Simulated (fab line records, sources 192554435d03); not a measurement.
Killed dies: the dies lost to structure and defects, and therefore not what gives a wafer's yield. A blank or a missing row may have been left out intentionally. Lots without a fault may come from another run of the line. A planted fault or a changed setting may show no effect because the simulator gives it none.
A struck lot beside a sound one -- flow n5_finfet -- 19 steps out of a route of 1938
Sound: wafers L585.3, L585.5, L585.6. Struck: wafer L596.1; the same lot's L596.4 was not struck, so it is left out; see the end for the cause.
Each step with rows lists, per side, the tool, then ch with its chambers, then its first start. Under that, the readings that differ: sound wafers -- struck wafers -- difference of the means -- sigmas: that difference in standard deviations of wafers without a fault.
alike: readings with means less than 2 such deviations apart, plus words and numbers identical on both sides. not compared: withheld readings, readings lacking a value on some wafer, bounds such as >300 that could conceal the same value, and numbers that have no deviation in the record and whose values overlap.
Wherever a step has rows on one side only, a row that says differs or no value, or a row with sigmas, the two part there. Numbers that have no deviation but don't overlap get no sigmas and don't part them. A reading that every wafer of one side lacks parts them only if that side has two wafers or more.

first, 5 steps without rows for these wafers: N5_HKMG_FIN_COAT_66 (time 60 s, resist thk 300 nm); N5_HKMG_FIN_ETCH_67 (etches SOC in N2/H2, stops on TiN, target depth 388.9 nm); N5_HKMG_FIN_STRIP_90 (strips SOC in N2/H2, time 20 s); N5_HKMG_FIN_WET_ETCH_73 (etches the open film in SC1, time 42.3 s, target depth 1.3 nm, rinse time 30 s); N5_HKMG_FIN_ETCHBACK_68 (etches the open film in Cl2/Ar, stops on HfO2, target depth 0.5 nm).
N5_HKMG_FIN_STRIP_69: strips in N2/H2, time 360 s.
  sound on plasma_asher-02 ch 0,1, day 4 12:25; struck on plasma_asher-02 ch 0, day 7 10:44
reading,sound,struck,difference,sigmas
rf_hours_counter_h (h),- - -,51,no value on the sound wafers,
  alike: drypump_motor_current_A, heater_power_w
then, 1 step without rows for these wafers: N5_HKMG_FIN_ALD_21 (deposits TiN, target thk 1.5 nm, pulse time 1 s, purge time 3 s).
N5_HKMG_FIN_ALD_72: deposits W, target thk 2 nm, pulse time 1 s, purge time 2 s.
  sound on cvd_w-02 ch 0,1, day 4 13:04; struck on cvd_w-02 ch 1, day 7 11:28
  alike: heater_power_w, precursor_pulse_height_rel
then, 4 steps without rows for these wafers: N5_HKMG_FIN_W_FILL_22 (material W, target thk 60 nm, time 18.2 s); N5_HKMG_FIN_PRECLEAN_83 (cleans in DIW, time 57.5 s); N5_HKMG_FIN_SRD_84 (dry time 32 s); N5_HKMG_FIN_CMP_23 (polishes, stops on SiNx, t overpolish 10 s, target thk 46.326 nm).
N5_HKMG_FIN_CMP_94: polishes, stops on SiNx, t overpolish 4.7 s, target thk 43.299 nm.
  sound on cmp-04 ch 0,1, day 4 13:44; struck on cmp-03 ch 0, day 7 12:11
reading,sound,struck,difference,sigmas
model.SiNx_of_SDB_ALD_29.thk_nm (nm),28.2 28.2 28.4,27.8,-0.5,
  alike: motor_current_A
N5_HKMG_FIN_INSPECT_28: inspects for defects (darkfield).
  struck on defect_inspect-02, day 7 12:22; sound on defect_inspect-02, day 4 13:56
  alike: raw_defect_count
N5_GATE_CUT_ETCHBACK_00: etches W in SF6/Cl2.
  sound on rie_metal-03 ch 0,1, day 4 14:00; struck on rie_metal-02 ch 0, day 7 12:23
reading,sound,struck,difference,sigmas
rf_hours_counter_h (h),- - -,132,no value on the sound wafers,
throttle_valve_pct (%),27.76 27.47 27.74,27.22,-0.44,-3
  alike: drypump_motor_current_A, oes_product_au
N5_GATE_CUT_ETCH_56: etches TiN in Cl2/Ar, target depth 21.6 nm.
  sound on rie_metal-03 ch 0,1, day 4 14:07; struck on rie_metal-02 ch 0, day 7 12:31
reading,sound,struck,difference,sigmas
rf_hours_counter_h (h),- - -,132,no value on the sound wafers,
  alike: drypump_motor_current_A, oes_product_au, throttle_valve_pct
N5_GATE_CUT_ETCHBACK_30: etches TiN in Cl2/Ar, target depth 3 nm.
  sound on rie_metal-03 ch 0,1, day 4 14:11; struck on rie_metal-02 ch 0, day 7 12:36
reading,sound,struck,difference,sigmas
rf_hours_counter_h (h),- - -,132,no value on the sound wafers,
model.SiNx_of_SDB_ALD_29.thk_nm (nm),27.2 27.2 27.2,26.8,-0.4,
  alike: drypump_motor_current_A, oes_product_au, throttle_valve_pct
N5_GATE_CUT_VAPOR_ETCH_60: etches HfO2 in BCl3/Cl2.
  sound on rie_metal-03 ch 0,1, day 4 14:13; struck on rie_metal-02 ch 0, day 7 12:38
  alike: drypump_motor_current_A, oes_product_au
-- a jump in the record: the struck wafers' starts before and after are 3 days apart (it breaks off in module GATE_CUT and resumes in module BEOL_M4, where the first step shown is number 1111 of the route) --
N5_BEOL_M4_RC_MEAS_101:
  sound on prober-01 ch 0, day 8 08:47; struck on prober-01 ch 0, day 10 20:40
reading,sound,struck,difference,sigmas
IOFF_P (nA/um),0.216 0.171 0.220,0.260,+0.058,+2
ION_P (uA/um),460 451 459,470,+13,+2
  alike: DIBL_N, DIBL_P, IOFF_N, ION_N, SS_N, SS_P, VT_N, VT_P

## WHERE THEY PART
Earliest at N5_HKMG_FIN_STRIP_69; latest, in this record, at N5_BEOL_M4_RC_MEAS_101.

WHY: the cause the simulator had injected
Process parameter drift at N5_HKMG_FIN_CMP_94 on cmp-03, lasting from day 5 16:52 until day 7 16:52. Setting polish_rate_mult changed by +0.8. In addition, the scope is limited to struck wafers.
